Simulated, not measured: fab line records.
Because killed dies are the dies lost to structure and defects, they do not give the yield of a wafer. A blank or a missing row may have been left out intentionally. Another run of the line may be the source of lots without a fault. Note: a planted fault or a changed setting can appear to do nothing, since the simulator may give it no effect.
Matching of chambers / flow n5-finfet / rie-diel-02 running N5_GATE_CUT_ETCH_37: 4 sister chambers
The step etches SOC in N2/H2, target depth 60 nm, overetch 12 nm, time 90 s. 8 wafers are shown with their chamber, then 12 later ones without.

## EACH WAFER AND ITS CHAMBER
wafer=L092.2; chamber=1; drypump-motor-current-A (A)=5.4; throttle-valve-pct (%)=17.58
wafer=L092.3; chamber=0; drypump-motor-current-A (A)=5.9; throttle-valve-pct (%)=17.16
wafer=L094.1; chamber=0; drypump-motor-current-A (A)=5.9; throttle-valve-pct (%)=17.17
wafer=L094.2; chamber=2; drypump-motor-current-A (A)=5.2; throttle-valve-pct (%)=18.02
wafer=L094.3; chamber=3; drypump-motor-current-A (A)=5.8; throttle-valve-pct (%)=17.72
wafer=L094.4; chamber=1; drypump-motor-current-A (A)=5.4; throttle-valve-pct (%)=17.55
wafer=L094.5; chamber=2; drypump-motor-current-A (A)=5.1; throttle-valve-pct (%)=18.02
wafer=L094.6; chamber=3; drypump-motor-current-A (A)=5.8; throttle-valve-pct (%)=17.71

## WAFERS WITH NO CHAMBER GIVEN
wafer=L095.1; drypump-motor-current-A (A)=5.4; throttle-valve-pct (%)=17.56
wafer=L095.2; drypump-motor-current-A (A)=5.2; throttle-valve-pct (%)=18.04
wafer=L095.3; drypump-motor-current-A (A)=5.8; throttle-valve-pct (%)=17.74
wafer=L095.4; drypump-motor-current-A (A)=5.9; throttle-valve-pct (%)=17.20
wafer=L095.5; drypump-motor-current-A (A)=5.8; throttle-valve-pct (%)=17.73
wafer=L095.6; drypump-motor-current-A (A)=5.9; throttle-valve-pct (%)=17.17
wafer=L096.2; drypump-motor-current-A (A)=5.9; throttle-valve-pct (%)=17.19
wafer=L096.4; drypump-motor-current-A (A)=5.4; throttle-valve-pct (%)=17.58
wafer=L096.6; drypump-motor-current-A (A)=5.4; throttle-valve-pct (%)=17.59
wafer=L097.3; drypump-motor-current-A (A)=5.4; throttle-valve-pct (%)=17.56
wafer=L097.4; drypump-motor-current-A (A)=5.9; throttle-valve-pct (%)=17.19
wafer=L097.5; drypump-motor-current-A (A)=5.4; throttle-valve-pct (%)=17.57

## WHICH CHAMBER EACH ONE RAN IN
wafer=L095.1; from the rows above=1; in truth=1
wafer=L095.2; from the rows above=2; in truth=2
wafer=L095.3; from the rows above=3; in truth=3
wafer=L095.4; from the rows above=0; in truth=0
wafer=L095.5; from the rows above=3; in truth=3
wafer=L095.6; from the rows above=0; in truth=0
wafer=L096.2; from the rows above=0; in truth=0
wafer=L096.4; from the rows above=1; in truth=1
wafer=L096.6; from the rows above=1; in truth=1
wafer=L097.3; from the rows above=1; in truth=1
wafer=L097.4; from the rows above=0; in truth=0
wafer=L097.5; from the rows above=1; in truth=1
Placed correctly: 12 of 12. Not placeable from these rows: 0. Number placed wrongly: 0.
How it was worked out, from the rows above alone: a wafer's distance from a chamber is the root of the sum, over the readings, of the square of ((its reading less the chamber's mean) divided by the reading's scatter). The wafer belongs to the nearest chamber; if the next one is less than 2 further off, it can't be placed. The mean given for a chamber averages the wafers shown for that chamber. The scatter is the square root of a quotient: the sum, over the shown wafers, of each reading's squared deviation from its chamber's mean, divided by wafers minus chambers.
